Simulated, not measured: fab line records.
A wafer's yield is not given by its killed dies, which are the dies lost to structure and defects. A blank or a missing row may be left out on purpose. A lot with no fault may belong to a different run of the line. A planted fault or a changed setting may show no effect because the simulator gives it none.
One fault through the eyes of 3 desks | flow n5Finfet | each desk holds nothing but its own numbers, with what lay behind them at the end

THE TOOL OWNER'S DESK: cmp-02
The tool's own readings at N5_ILD0_CMP_12 (polishes SiNx, stops on poly-Si, t overpolish 6 s, target thk 17.67 nm): means of the sampled wafers that have a number, for each lot that ran on this tool. If a lot's mean is further than 4 standard deviations from the usual mean, the lot is out of limits and carries the mark OUT (the distance appears in the brackets).
Columns: A = motorCurrentA at N5_ILD0_CMP_12, usual 9.4 A; B = overpolishRunS at N5_ILD0_CMP_12, usual 6.001 s; C = platenRpm at N5_ILD0_CMP_12, usual 51.80 rpm; D = slurryFlowMlMin at N5_ILD0_CMP_12, usual 150.0; E = timeToEndpointS at N5_ILD0_CMP_12, usual 28.2 s
lot  | first seen here | A   | B     | C     | D     | E
L496 | day 3 23:07     | 9.5 | 5.990 | 51.80 | 150.2 | 26.4
L503 | day 5 16:40     | 9.7 | 6.008 | 51.78 | 150.0 | 27.9
L506 | day 6 11:16     | 9.7 | 6.000 | 51.81 | 150.2 | 28.6
L507 | day 6 17:29     | 9.9 | 6.004 | 51.82 | 150.1 | 29.3
L510 | day 7 12:17     | 9.9 | 5.998 | 51.80 | 149.7 | 25.9
Finding of this desk: none of the 5 lots has anything out of limits.

AT THE METROLOGY DESK
What the gauges read, lot by lot, whatever tool the lot ran on: means of the sampled wafers that have a number. If a lot's mean is further than 4 standard deviations from the usual mean, the lot is out of limits and carries the mark OUT (the distance appears in the brackets). Of its 12 readings 7 are shown: those that lie furthest out on some lot.
Columns: A = SD_P_BLK_OVL at N5_SD_EPI_P_OVL_MEAS_10, usual -0.1 nm; B = DIBL_N at N5_BEOL_M4_RC_MEAS_101, usual 36.0 mV/V; C = DIBL_P at N5_BEOL_M4_RC_MEAS_101, usual 36.2 mV/V; D = IOFF_P at N5_BEOL_M4_RC_MEAS_101, usual 0.21 nA/um; E = ION_N at N5_BEOL_M4_RC_MEAS_101, usual 675 uA/um; F = SS_P at N5_BEOL_M4_RC_MEAS_101, usual 73.3 mV/dec; G = VT_P at N5_BEOL_M4_RC_MEAS_101, usual -251 mV
lot  | first seen here | A    | B    | C    | D    | E   | F    | G
L496 | day 3 12:28     | -1.3 | 37.3 | 37.9 | 0.24 | 686 | 73.8 | -249
L499 | day 4 05:28     | -0.0 | 35.5 | 35.5 | 0.18 | 673 | 72.6 | -252
L503 | day 5 05:11     | -0.0 | 37.2 | 36.2 | 0.18 | 674 | 73.7 | -254
L506 | day 6 00:35     | -0.9 | 40.3 | 39.7 | 0.24 | 695 | 74.4 | -249
L507 | day 6 06:49     | -1.5 | 37.1 | 38.8 | 0.27 | 685 | 73.9 | -247
L510 | day 7 01:25     | -0.7 | 36.5 | 36.4 | 0.25 | 683 | 73.5 | -246
L513 | day 7 19:15     | 0.0  | 37.1 | 37.5 | 0.27 | 683 | 74.0 | -247
L514 | day 7 23:07     | -0.2 | 36.3 | 36.7 | 0.25 | 679 | 73.5 | -248
L517 | day 8 18:34     | -0.8 | 37.0 | 37.0 | 0.24 | 685 | 73.1 | -248
Finding of this desk: none of the 9 lots has anything out of limits.

THE DEFECT DESK
Per lot, the means of the sampled wafers with a number show what the inspections along the route counted. If a lot's mean is further than 4 standard deviations from the usual mean, the lot is out of limits and carries the mark OUT (the distance appears in the brackets).
Columns: A = rawDefectCount at N5_ILD0_INSPECT_06, usual 40
lot  | first seen here | A
L496 | day 3 23:26     | 37
L499 | day 4 16:53     | 27
L503 | day 5 16:59     | 39
L506 | day 6 11:35     | 29
L507 | day 6 17:46     | 417 (+20) OUT
L510 | day 7 12:32     | 403 (+19) OUT
L514 | day 8 10:16     | 40
L513 | day 8 11:48     | 55
L517 | day 9 06:50     | 47
This desk's finding: out of limits on L507, L510; first on L507, day 6 17:46 (rawDefectCount at N5_ILD0_INSPECT_06). L496, L499, L503, L506, L514, L513, L517: within limits.

TAKEN TOGETHER
The defect desk could have raised an alarm at day 6 17:46, on L507, L510.
The desk of the tool owner found nothing out of limits.
Metrology desk: nothing out of limits seen.
The tool owner's desk has L507, L510 on record, within its limits.
The metrology desk holds a record of L507, L510, inside its limits.
N5_ILD0_CMP_12 was run on cmp-02 by each of the lots named.

WHAT THE SIMULATOR HAD PUT IN
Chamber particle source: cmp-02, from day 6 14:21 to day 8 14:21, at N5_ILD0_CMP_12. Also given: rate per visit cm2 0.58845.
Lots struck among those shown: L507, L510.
Hours from the fault's start to each desk's first reading out of limits: the defect desk, 3.
